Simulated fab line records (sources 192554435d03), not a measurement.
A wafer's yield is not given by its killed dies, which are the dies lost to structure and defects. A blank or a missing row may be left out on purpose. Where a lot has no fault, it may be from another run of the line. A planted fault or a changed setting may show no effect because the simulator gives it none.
Which of the tools did it? -- flow n5 finfet -- 9 lots, 27 wafers sampled, at 6 steps of a route of 1938

## WHAT THE GAUGES READ, wafer by wafer
N5_WELL_APT_CD_MEAS_25: the cd target is 200 nm.
lot,measured,on,cd nm (nm)
L638,day 2 09:09,cd sem-03,199.8 200.1 199.3
L641,day 3 02:43,cd sem-02,200.1 200.0 200.4
L642,day 3 08:59,cd sem-02,202.9 201.5 201.4
L643,day 3 14:56,cd sem-03,199.3 198.1 196.9
L644,day 3 20:49,cd sem-03,199.3 199.0 197.9
L646,day 4 09:17,cd sem-02,197.1 199.0 198.3
L648,day 4 20:48,cd sem-02,196.9 195.4 198.2
L656,day 6 21:13,cd sem-03,199.8 198.7 197.8
L658,day 7 09:17,cd sem-02,197.5 199.0 200.3

N5_PMOS_HMC_CHANNEL_EPI_OVL_MEAS_10.
lot,measured,on,PMOS_HMC_BLK_OVL (nm)
L638,day 2 11:28,overlay-01,-0.6 0.0 0.8
L641,day 3 05:01,overlay-01,-1.2 0.2 -1.1
L642,day 3 11:24,overlay-01,0.1 -0.4 0.7
L643,day 3 17:13,overlay-01,0.1 -0.1 0.1
L644,day 3 23:12,overlay-02,0.2 -0.6 -1.1
L646,day 4 11:49,overlay-02,0.4 -0.8 -0.7
L648,day 4 22:53,overlay-01,0.1 -0.8 -1.6
L656,day 6 23:27,overlay-02,27.6 28.0 29.6
L658,day 7 11:42,overlay-02,28.6 28.7 27.7

N5_BEOL_M4_RC_MEAS_101.
lot,measured,on,DIBL_N (mV/V),DIBL_P (mV/V),IOFF_N (nA/um),IOFF_P (nA/um),ION_N (uA/um),ION_P (uA/um),SS_N (mV/dec),SS_P (mV/dec),VT_N (mV),VT_P (mV)
L638,day 8 14:12,prober-02,39.3 36.8 35.7,38.5 36.2 34.4,0.174 0.132 0.116,0.185 0.155 0.142,669 662 657,447 446 444,72.4 71.7 71.4,74.5 72.9 73.5,252.2 253.1 258.6,-256.8 -256.9 -256.9
L641,day 9 13:07,prober-02,37.8 36.2 36.0,37.6 35.6 35.5,0.182 0.152 0.147,0.234 0.199 0.197,680 684 681,470 466 466,71.4 70.8 71.3,73.9 73.4 73.8,247.4 249.2 248.4,-247.5 -249.2 -248.3
L642,day 10 04:04,prober-02,35.0 35.8 35.1,35.0 36.2 34.2,0.147 0.169 0.147,0.186 0.206 0.174,666 679 666,460 465 449,71.6 71.2 71.5,73.4 73.2 73.8,252.3 249.0 252.8,-252.5 -253.1 -252.6
L643,day 10 06:40,prober-02,36.6 35.6 35.2,37.3 35.2 35.7,0.159 0.135 0.135,0.232 0.194 0.200,669 664 669,466 461 471,71.8 71.9 70.7,74.1 73.4 73.5,250.7 253.0 251.4,-248.4 -250.1 -249.6
L644,day 10 08:23,prober-01,36.8 34.7 35.9,37.6 35.0 36.6,0.163 0.129 0.149,0.205 0.174 0.195,674 655 672,460 453 467,71.6 71.5 71.7,73.1 73.2 73.2,249.0 253.7 250.0,-249.7 -253.0 -250.1
L646,day 10 12:19,prober-02,36.7 35.6 36.3,37.2 36.0 37.2,0.154 0.136 0.152,0.200 0.178 0.200,664 664 668,453 461 459,71.4 71.0 71.6,73.1 73.7 73.6,250.5 254.1 250.8,-254.0 -253.2 -250.2
L648,day 10 14:43,prober-02,36.2 35.1 34.2,36.7 35.4 33.9,0.164 0.143 0.132,0.205 0.187 0.176,681 671 671,464 459 458,71.7 71.8 71.3,72.6 72.5 72.5,250.9 252.5 251.3,-250.8 -251.6 -253.4
L656,day 12 23:37,prober-02,38.7 37.7 38.3,40.7 40.3 41.4,0.203 0.184 0.213,0.250 0.238 0.267,671 675 679,462 457 461,73.0 72.1 72.4,74.1 74.4 73.9,248.8 249.9 248.1,-248.9 -249.7 -247.8
L658,day 13 17:35,prober-01,36.1 37.4 37.3,37.4 38.9 38.9,0.157 0.189 0.187,0.192 0.220 0.211,677 685 669,453 465 455,71.5 71.6 71.8,73.3 74.2 73.7,247.4 245.6 248.7,-252.0 -250.3 -251.6

## EACH LOT AND THE TOOL THAT RAN IT (in order: tool; ch and the chambers of the sampled wafers; start)
lot,N5_WELL_APT_DESCUM_30,N5_WELL_APT_RTA_34,N5_PMOS_HMC_CHANNEL_EPI_EXPOSE_06
L638,"rie diel-05 ch 0,1,3, day 2 09:16","rtp anneal-02 ch 0, day 2 10:03","arfi scanner-01 ch 0, day 2 11:19"
L641,"rie diel-06 ch 1,2, day 3 02:47","rtp anneal-02 ch 0, day 3 03:50","arfi scanner-01 ch 0, day 3 04:52"
L642,"rie diel-02 ch 0,1, day 3 09:05","rtp anneal-02 ch 0, day 3 09:51","arfi scanner-03 ch 0, day 3 11:14"
L643,"rie diel-02 ch 1,2,3, day 3 15:01","rtp anneal-02 ch 0, day 3 15:47","arfi scanner-03 ch 0, day 3 17:03"
L644,"rie diel-05 ch 1,3, day 3 20:54","rtp anneal-02 ch 0, day 3 21:41","arfi scanner-02 ch 0, day 3 23:03"
L646,"rie diel-02 ch 1,2,3, day 4 09:22","rtp anneal-02 ch 0, day 4 10:17","arfi scanner-02 ch 0, day 4 11:40"
L648,"rie diel-02 ch 1,3, day 4 20:53","rtp anneal-01 ch 0, day 4 21:40","arfi scanner-03 ch 0, day 4 22:43"
L656,"rie diel-05 ch 0,3, day 6 21:18","rtp anneal-01 ch 0, day 6 22:08","arfi scanner-03 ch 0, day 6 23:19"
L658,"rie diel-02 ch 1,2,3, day 7 09:23","rtp anneal-01 ch 0, day 7 10:09","arfi scanner-03 ch 0, day 7 11:33"
- N5_WELL_APT_DESCUM_30: chemistry O2, time 7.9 s.
- N5_WELL_APT_RTA_34: time 10 s.
- N5_PMOS_HMC_CHANNEL_EPI_EXPOSE_06: exposes mask PMOS HMC BLK, target cd 240 nm.

## AS READ BY THE TOOLS THEMSELVES (means over the sampled wafers that have a number; for cases with no such wafer, the mark the record gives instead)
N5_WELL_APT_DESCUM_30.
lot,tool,drypump motor current A (A),oes product au (a.u.),rf fwd power W (W),rf vpp V (V),showerhead plenum p Torr (Torr),temp c (C),throttle valve pct (%)
L638,rie diel-05,5.5,0.80,49.57,243.4,2.06,40.01,20.31
L641,rie diel-06,5.9,0.73,49.55,242.9,2.09,40.13,20.42
L642,rie diel-02,5.3,0.74,49.80,241.8,2.00,40.05,20.40
L643,rie diel-02,5.7,0.75,49.81,242.0,2.06,39.97,20.67
L644,rie diel-05,5.3,0.71,49.79,242.6,2.06,39.91,20.41
L646,rie diel-02,5.8,0.74,49.86,242.4,2.06,40.01,20.68
L648,rie diel-02,5.4,0.74,49.86,242.1,2.00,40.02,20.50
L656,rie diel-05,5.7,0.77,49.73,243.6,2.05,39.93,20.32
L658,rie diel-02,5.8,0.73,49.79,241.9,2.05,40.02,20.71

N5_WELL_APT_RTA_34.
lot,tool,lamp power pct (%),lamp_zone_1_pct (%),lamp_zone_3_pct (%),lamp_zone_7_pct (%),wafer_temp_C_max
L638,rtp anneal-02,12.98,12.983,12.959,13.42,1002.9
L641,rtp anneal-02,13.02,12.963,12.998,13.44,1003.6
L642,rtp anneal-02,12.98,12.985,13.011,13.44,1003.0
L643,rtp anneal-02,13.07,13.007,13.009,13.44,1004.0
L644,rtp anneal-02,13.03,12.992,13.011,13.45,1003.6
L646,rtp anneal-02,12.96,13.033,12.974,13.43,1004.5
L648,rtp anneal-01,13.02,12.994,12.990,13.43,1003.7
L656,rtp anneal-01,13.00,12.998,12.981,13.45,1002.2
L658,rtp anneal-01,13.03,13.012,12.979,13.42,1002.3

N5_PMOS_HMC_CHANNEL_EPI_EXPOSE_06.
lot,tool,reticle temp C (C)
L638,arfi scanner-01,22.86
L641,arfi scanner-01,22.90
L642,arfi scanner-03,23.04
L643,arfi scanner-03,23.01
L644,arfi scanner-02,22.93
L646,arfi scanner-02,23.02
L648,arfi scanner-03,23.09
L656,arfi scanner-03,22.87
L658,arfi scanner-03,22.93

## THE ANSWER, worked out from the rows above alone
Rule: usual is defined by the lots themselves. Put in order of their means at a reading, lots are off if they are a third of the lots or fewer, leave a main group of 4 or more, and stand apart from it by a gap of 3 or more times the standard deviation of the main group's means; of several such gaps the widest counts. A main group is skipped when, at the precision printed for the reading in the tables above, its means are all equal. Also off: a lot with no number at a reading for which 4 or more lots have one. The other lots that the step has rows for count as sound. The gauges are gone through in route order, then the tools' own readings, and for those a lot's mean is taken as printed above. At the first step where some lot is off, the reading lying furthest off is the one used; lots without a number count as furthest.
Off: L656, L658, at N5_PMOS_HMC_CHANNEL_EPI_OVL_MEAS_10 (PMOS_HMC_BLK_OVL). Main group: mean -0.3 nm, sd 0.35.
A tool fits if, at a process step before that reading, it ran every lot that is off, and no sound lot after the first of them. The gauges at N5_PMOS_HMC_CHANNEL_EPI_OVL_MEAS_10 are tried like those tools. Can't be told from this: 3 tools fit, rtp anneal-01 at N5_WELL_APT_RTA_34, arfi scanner-03 at N5_PMOS_HMC_CHANNEL_EPI_EXPOSE_06, overlay-02 at N5_PMOS_HMC_CHANNEL_EPI_OVL_MEAS_10.

## WHAT THE SIMULATOR HAD PUT IN
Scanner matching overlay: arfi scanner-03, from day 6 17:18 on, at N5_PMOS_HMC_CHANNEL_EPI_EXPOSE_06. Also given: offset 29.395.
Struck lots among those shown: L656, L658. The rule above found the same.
